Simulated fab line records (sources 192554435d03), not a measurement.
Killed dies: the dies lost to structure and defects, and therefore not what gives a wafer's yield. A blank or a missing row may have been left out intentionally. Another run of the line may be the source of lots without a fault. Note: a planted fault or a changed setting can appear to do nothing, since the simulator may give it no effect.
Split-lot trial || flow n5_finfet || 21 wafers read from 7 lots, route of 1938 steps

ABOUT THE SPLIT
At N5_BEOL_M0_CUTY_EXPOSE_54 (exposes mask M0 ABLK), the setting dose_mj was moved away from the recipe's 36 on 7 of the 21 wafers read, by -5.4% to +7.2%. The other wafers ran this setting at the recipe's value.

FROM THE SPLIT TO THE READING: what the file shows between them, 2 steps
- N5_BEOL_M0_CUTY_PEB_55: peb time 60 s
- N5_BEOL_M0_CUTY_DEVELOP_56: develop time 30 s

THE READING
Shown in nm: cd_nm at N5_BEOL_M0_CUTY_CD_MEAS_57, with target cd 200 nm. On this fab line, fault-free wafers typically give 199.6 nm with a standard deviation of 1.2 nm.

{"wafer": "L075.1", "tool, chamber at the split": "arfi_scanner-03, 0", "dose_mj as run": 36, "against the recipe": "recipe", "cd_nm, nm": 200.5, "against lot-mates on the recipe": "-"}
{"wafer": "L075.3", "tool, chamber at the split": "arfi_scanner-03, 0", "dose_mj as run": 36, "against the recipe": "recipe", "cd_nm, nm": 200.0, "against lot-mates on the recipe": "-"}
{"wafer": "L075.6", "tool, chamber at the split": "arfi_scanner-03, 0", "dose_mj as run": 36, "against the recipe": "recipe", "cd_nm, nm": 200.0, "against lot-mates on the recipe": "-"}
{"wafer": "L077.1", "tool, chamber at the split": "arfi_scanner-01, 0", "dose_mj as run": 36, "against the recipe": "recipe", "cd_nm, nm": 197.7, "against lot-mates on the recipe": "-"}
{"wafer": "L077.2", "tool, chamber at the split": "arfi_scanner-01, 0", "dose_mj as run": 36, "against the recipe": "recipe", "cd_nm, nm": 198.2, "against lot-mates on the recipe": "-"}
{"wafer": "L077.5", "tool, chamber at the split": "arfi_scanner-01, 0", "dose_mj as run": 34.63, "against the recipe": "-3.8%", "cd_nm, nm": 200.8, "against lot-mates on the recipe": "+2.9"}
{"wafer": "L078.2", "tool, chamber at the split": "arfi_scanner-01, 0", "dose_mj as run": 38.59, "against the recipe": "+7.2%", "cd_nm, nm": 193.5, "against lot-mates on the recipe": -2.7}
{"wafer": "L078.3", "tool, chamber at the split": "arfi_scanner-01, 0", "dose_mj as run": 38.59, "against the recipe": "+7.2%", "cd_nm, nm": 193.0, "against lot-mates on the recipe": -3.2}
{"wafer": "L078.4", "tool, chamber at the split": "arfi_scanner-01, 0", "dose_mj as run": 36, "against the recipe": "recipe", "cd_nm, nm": 196.2, "against lot-mates on the recipe": "-"}
{"wafer": "L081.2", "tool, chamber at the split": "arfi_scanner-03, 0", "dose_mj as run": 36, "against the recipe": "recipe", "cd_nm, nm": 199.8, "against lot-mates on the recipe": "-"}
{"wafer": "L081.3", "tool, chamber at the split": "arfi_scanner-03, 0", "dose_mj as run": 36, "against the recipe": "recipe", "cd_nm, nm": 200.9, "against lot-mates on the recipe": "-"}
{"wafer": "L081.5", "tool, chamber at the split": "arfi_scanner-03, 0", "dose_mj as run": 36, "against the recipe": "recipe", "cd_nm, nm": 199.1, "against lot-mates on the recipe": "-"}
{"wafer": "L090.4", "tool, chamber at the split": "arfi_scanner-03, 0", "dose_mj as run": 38.21, "against the recipe": "+6.1%", "cd_nm, nm": 194.7, "against lot-mates on the recipe": "no lot-mate on the recipe"}
{"wafer": "L090.5", "tool, chamber at the split": "arfi_scanner-03, 0", "dose_mj as run": 38.21, "against the recipe": "+6.1%", "cd_nm, nm": 193.9, "against lot-mates on the recipe": "no lot-mate on the recipe"}
{"wafer": "L090.6", "tool, chamber at the split": "arfi_scanner-03, 0", "dose_mj as run": 38.21, "against the recipe": "+6.1%", "cd_nm, nm": 194.3, "against lot-mates on the recipe": "no lot-mate on the recipe"}
{"wafer": "L091.2", "tool, chamber at the split": "arfi_scanner-02, 0", "dose_mj as run": 36, "against the recipe": "recipe", "cd_nm, nm": 199.4, "against lot-mates on the recipe": "-"}
{"wafer": "L091.5", "tool, chamber at the split": "arfi_scanner-02, 0", "dose_mj as run": 36, "against the recipe": "recipe", "cd_nm, nm": 200.4, "against lot-mates on the recipe": "-"}
{"wafer": "L091.6", "tool, chamber at the split": "arfi_scanner-02, 0", "dose_mj as run": 36, "against the recipe": "recipe", "cd_nm, nm": 199.9, "against lot-mates on the recipe": "-"}
{"wafer": "L092.2", "tool, chamber at the split": "arfi_scanner-02, 0", "dose_mj as run": 36, "against the recipe": "recipe", "cd_nm, nm": 201.2, "against lot-mates on the recipe": "-"}
{"wafer": "L092.3", "tool, chamber at the split": "arfi_scanner-02, 0", "dose_mj as run": 36, "against the recipe": "recipe", "cd_nm, nm": 202.0, "against lot-mates on the recipe": "-"}
{"wafer": "L092.6", "tool, chamber at the split": "arfi_scanner-02, 0", "dose_mj as run": 34.06, "against the recipe": "-5.4%", "cd_nm, nm": 204.8, "against lot-mates on the recipe": "+3.2"}

THE FIT
A straight line over all 21 wafers: cd_nm changes by -0.846 nm for each +1% of dose_mj; r = -0.91; the points scatter about the line by 1.3 nm.
The same after taking each lot's own level away (the mean of its wafers on the recipe; 18 wafers): -0.485 nm for each +1%; r = -0.94; scatter 0.53 nm.
That fit puts the effect of the largest move of dose_mj on the reading at 3.5 nm.
From 196.20 to 201.60 nm: that is the span of the lots' own levels, equal to 4.5 times the standard deviation above.
So the lot-to-lot level changes the slope: the two fits differ.
Check: for one of the wafers moved furthest among these (+7.2%), held out of the fit, the line's prediction against its lot-mates is -3.74 nm. It came out at -2.7 nm against them.

THESE WAFERS: OTHER SPLITS
Note: prior to the reading, these wafers also went through further splits. Each is held against what the fit with the lots' levels taken away leaves over:
{"other split on the same wafers": "N5_BEOL_M0_SAQP_EXPOSE_37 dose_mj", "wafers away from the commonest value": 8, "r with cd_nm (lot level and that fit taken away)": -0.20}

THE FILE'S OWN FIT
cd_nm changes by -0.52 nm for each +1% of dose_mj, r = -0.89.
